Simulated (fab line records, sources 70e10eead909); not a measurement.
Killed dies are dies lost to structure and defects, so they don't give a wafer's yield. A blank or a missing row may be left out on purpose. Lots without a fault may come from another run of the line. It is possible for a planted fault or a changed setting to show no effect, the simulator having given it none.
Check for tools in common :: flow nand-harc :: 1 lot, 3 wafers sampled

== THE REASON FOR OPENING IT ==
At NHARC_END_SORT_01 the reading killed-at-periphery is flagged on 1 of 1 lot. Wafers without a fault read 2.9, standard deviation 1.9.
Rule: a lot gets a flag if all its wafers with a number sit over 4 standard deviations from that mean, or if no wafer of it has a number. All remaining lots are regarded as sound.

lot: L332
measured: day 21 03:01
on: prober-01
killed-at-periphery, wafer by wafer: 634 643 647
flag: FLAGGED
On average the flagged lots read 641.3, which is +638.4 against the usual, or +99 or more standard deviations.

== LOT BY LOT: THE TOOL USED ==
The record holds 4 process steps before the reading, out of a route of 1159 steps. Read each cell as the tool, then ch plus the chambers that the sampled wafers visited, then the start.
lot: L332
flag: FLAGGED
NHARC_P_ZERO_WELL_ETCH_62: rie-diel-10 ch 0,1,3, day 3 14:31 or earlier
NHARC_P_ZERO_WELL_EXPOSE_21: krf-scanner-04 ch 0, day 3 14:31
NHARC_P_GATE_HM_DEP_102: no row
NHARC_P_GATE_ETCH_32: no row
These steps, and what they do:
- NHARC_P_ZERO_WELL_ETCH_62: etches the open film in CHF3/Ar, target depth 13 nm, time 6.5 s.
- NHARC_P_ZERO_WELL_EXPOSE_21: exposes mask P NWELL, target cd 720 nm.
- NHARC_P_GATE_HM_DEP_102: deposits aC, target thk 120 nm.
- NHARC_P_GATE_ETCH_32: etches the open film in HBr/Cl2, target depth 150 nm, time 100.1 s.
- NHARC_END_SORT_01

== FLAGGED OVER TOTAL, TOOL BY TOOL (the gauges that took the reading come last) ==
step: NHARC_P_ZERO_WELL_ETCH_62
tool: rie-diel-10
lots run: 1
flagged: 1
share of the flagged lots: all
sound lots run after its first flagged lot: 0

step: NHARC_P_ZERO_WELL_EXPOSE_21
tool: krf-scanner-04
lots run: 1
flagged: 1
share of the flagged lots: all
sound lots run after its first flagged lot: 0

step: NHARC_END_SORT_01
tool: prober-01
lots run: 1
flagged: 1
share of the flagged lots: all
sound lots run after its first flagged lot: 0
NHARC_P_ZERO_WELL_ETCH_62: start missing for some lots; hours and lot order therefore follow NHARC_P_ZERO_WELL_EXPOSE_21.

== THE TABLE: WHAT IT ALLOWS ==
rie-diel-10 at NHARC_P_ZERO_WELL_ETCH_62, krf-scanner-04 at NHARC_P_ZERO_WELL_EXPOSE_21 and prober-01 at NHARC_END_SORT_01: these 3 rows of the table ran every flagged lot.
- rie-diel-10 at NHARC_P_ZERO_WELL_ETCH_62: 1 of its 1 lot flagged. Because this sample shows no sound lot run on it before its first flagged lot, the start cannot be pinned down more closely.
- krf-scanner-04 at NHARC_P_ZERO_WELL_EXPOSE_21: 1 of its 1 lot flagged. Because this sample shows no sound lot run on it before its first flagged lot, the start cannot be pinned down more closely.
- prober-01 at NHARC_END_SORT_01: 1 of its 1 lot flagged. Because this sample shows no sound lot run on it before its first flagged lot, the start cannot be pinned down more closely.
These 3 tools cannot be told apart by counting lots, since each of them fits a fault that started at some hour. More lots, or a look at what each step does to the wafer, might.

== WHAT THE SIMULATOR HAD INSERTED ==
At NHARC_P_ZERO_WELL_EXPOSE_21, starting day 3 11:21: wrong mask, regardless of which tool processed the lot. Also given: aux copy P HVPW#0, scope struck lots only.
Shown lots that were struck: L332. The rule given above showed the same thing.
